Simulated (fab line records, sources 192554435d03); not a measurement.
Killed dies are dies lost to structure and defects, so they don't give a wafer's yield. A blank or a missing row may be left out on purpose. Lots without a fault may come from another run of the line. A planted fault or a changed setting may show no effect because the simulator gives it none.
A struck lot beside a sound one | flow n5_finfet | 41 steps out of a route of 1938
Sound: wafers L620.2, L620.3, L620.4. Struck: wafers L636.2, L636.3, L636.6. The cause comes at the end.
At each step with rows: each side's tool, then ch and its chambers, then its first start. Under that, the readings that differ: sound wafers | struck wafers | difference of the means | sigmas: that difference in standard deviations of wafers without a fault.
alike: readings whose means differ by less than 2 such deviations, and words and numbers that are the same on both sides. not compared: withheld readings, readings that some wafer has no value for, bounds like >300 that may hide the same value, and numbers for which the record gives no deviation and whose values overlap.
The two part at a step that has a row with sigmas, a row that says differs or no value, or rows on one side only. Numbers that don't overlap but have no deviation are shown without sigmas and don't part them. A reading that every wafer of one side lacks parts them only if that side has two wafers or more.

N5_BEOL_M3_STRIP_97: strips in N2/H2, time 10 s.
  sound on rie_diel-01 ch 0,1,2; struck on rie_diel-05 ch 0,2
  alike: drypump_motor_current_A, oes_product_au, rf_vpp_V, showerhead_plenum_p_Torr, throttle_valve_pct
  not compared: rf_hours_counter_h
N5_BEOL_M3_OCD_MEAS_38:
  sound on ocd-02, day 8 10:19; struck on ocd-02, day 12 06:10
  alike: trench_depth_nm
then, 4 steps without rows for these wafers: N5_BEOL_M3_HM_STRIP_39 (strips TiN in peroxide tin strip, target depth 25 nm, time 158 s); N5_BEOL_M3_SRD_40 (time 30 s); N5_BEOL_M3_PRECLEAN_42 (cleans in residue remover, time 60 s); N5_BEOL_M3_SRD_43 (time 30 s).
N5_BEOL_M3_CD_MEAS_35: target cd 18 nm, target cd y 21 nm.
  sound on cd_sem-03, day 8 10:28; struck on cd_sem-03, day 12 06:19
  alike: cd_nm
N5_BEOL_M3_DEGAS_44: time 60 s.
  sound on pvd_sputter-03, day 8 10:37; struck on pvd_sputter-02, day 12 06:47
  alike: heater_power_w
then, 4 steps without rows for these wafers: N5_BEOL_M3_PRE_CLEAN_45 (time 30 s); N5_BEOL_M3_ALD_84 (deposits TaN, pulse time 2 s, purge time 3 s, co reactant purge time 2 s); N5_BEOL_M3_SURFACE_TREAT_85; N5_BEOL_M3_CVD_47 (deposits Co from CCTBA/H2, target thk 3 nm, time 223.8 s).
N5_BEOL_M3_SPUTTER_48: material Cu, target thk 4.5 nm, time 8.29 s.
  sound on pvd_sputter-01, day 8 11:11; struck on pvd_sputter-03, day 12 09:20
  alike: throttle_valve_pct
then, 4 steps without rows for these wafers: N5_BEOL_M3_ANNEAL_49 (time 240 s); N5_BEOL_M3_SPUTTER_79 (material Cu, target thk 4.5 nm, time 8.29 s); N5_BEOL_M3_ANNEAL_80 (time 240 s); N5_BEOL_M3_SPUTTER_81 (material Cu, target thk 4.5 nm, time 8.29 s).
N5_BEOL_M3_ANNEAL_82: time 240 s.
  sound on pvd_sputter-01, day 8 11:43; struck on pvd_sputter-03, day 12 09:52
  alike: heater_power_w
then, 2 steps without rows for these wafers: N5_BEOL_M3_SPUTTER_86 (material Cu, target thk 4.5 nm, time 8.29 s); N5_BEOL_M3_ANNEAL_87 (time 240 s).
N5_BEOL_M3_SPUTTER_88: material Cu, target thk 4.5 nm, time 8.29 s.
  sound on pvd_sputter-01, day 8 12:04; struck on pvd_sputter-03, day 12 10:13
  alike: throttle_valve_pct
then, 14 steps without rows for these wafers: N5_BEOL_M3_ANNEAL_89 (time 240 s); N5_BEOL_M3_SPUTTER_90 (material Cu, target thk 4.5 nm, time 8.29 s); N5_BEOL_M3_ANNEAL_91 (time 240 s); N5_BEOL_M3_SPUTTER_92 (material Cu, target thk 4.5 nm, time 8.29 s); N5_BEOL_M3_ANNEAL_93 (time 240 s); N5_BEOL_M3_SPUTTER_94 (material Cu, target thk 4.5 nm, time 8.29 s); N5_BEOL_M3_ANNEAL_95 (time 240 s); N5_BEOL_M3_SPUTTER_96 (material Cu, target thk 4.5 nm, time 8.29 s); N5_BEOL_M3_ECD_50 (material Cu, target thk 300 nm); N5_BEOL_M3_ANNEAL_51 (time 90 s); N5_BEOL_M3_CMP_52 (polishes, stops on SiOC, t overpolish 6.8 s, target thk 40 nm); N5_BEOL_M3_PRE_CLEAN_60 (time 15 s); N5_BEOL_M3_CO_CAP_55 (material Co, precursor CCTBA/H2, target thk 2 nm, time 102.1 s); N5_BEOL_M3_PRE_CLEAN_56 (time 15 s).
N5_BEOL_M3_DEP_57: deposits SiCN from 3MS/NH3, target thk 8 nm, time 14 s.
  sound on pecvd-02 ch 0,1, day 8 13:56; struck on pecvd-04 ch 1,2, day 12 12:05
  alike: showerhead_plenum_p_Torr, throttle_valve_pct
N5_BEOL_M3_RS_MEAS_58: measures by four-point-probe.
  sound on film_metro-02, day 8 14:00; struck on film_metro-02, day 12 12:10
  alike: M3_RS
then, 1 step without rows for these wafers: N5_BEOL_M4_ILD_DEP_00 (deposits SiOC from DEMS/O2, target thk 79 nm, time 15.3 s).
N5_BEOL_M4_THK_MEAS_01:
  sound on film_metro-02, day 8 14:08; struck on film_metro-02, day 12 12:17
  alike: M4_ILD_THK
then, 1 step without rows for these wafers: N5_BEOL_M4_PECVD_72 (deposits SiO2 from TEOS/O2, target thk 16 nm, time 18 s).
-- the record jumps here: 6 days lie between the struck wafers' starts before and after (it left off in module BEOL_M4 and takes up again in module PASSIVATION, whose first step shown is number 1936 of the route) --
N5_PASSIVATION_PROBE_49:
  sound on prober-02, day 13 05:28; struck on prober-02, day 18 04:28
  reading                  | sound          | struck         | difference | sigmas
  defect_limited_yield (%) | 91.9 93.1 95.0 | 79.2 84.8 85.5 | -10.2      | -7
  killed_at_M0_to_M3       | 47 29 22       | 165 108 100    | +92        | +11
  killed_dies              | 95 81 59       | 245 179 171    | +120       | +7
  killed_on_rim            | 8 10 5         | 26 35 23       | +20        | +5
  sort_bin_5_function (%)  | 5.1 3.6 2.0    | 12.2 9.1 7.4   | +6.0       | +6
  sort_n_pass              | 1085 1099 1121 | 934 1001 1009  | -120       | -7
  sort_yield_pct (%)       | 91.9 93.1 95.0 | 79.2 84.8 85.5 | -10.2      | -7
  alike: killed_at_M4_up, killed_at_contacts, killed_at_front_end, killed_at_other, killed_open, killed_short, sort_bin_4_leakage, sort_bin_6_memory, sort_bin_8_speed

WHERE THEY PART
Only at N5_PASSIVATION_PROBE_49, within this record.

WHY: what the simulator had put in
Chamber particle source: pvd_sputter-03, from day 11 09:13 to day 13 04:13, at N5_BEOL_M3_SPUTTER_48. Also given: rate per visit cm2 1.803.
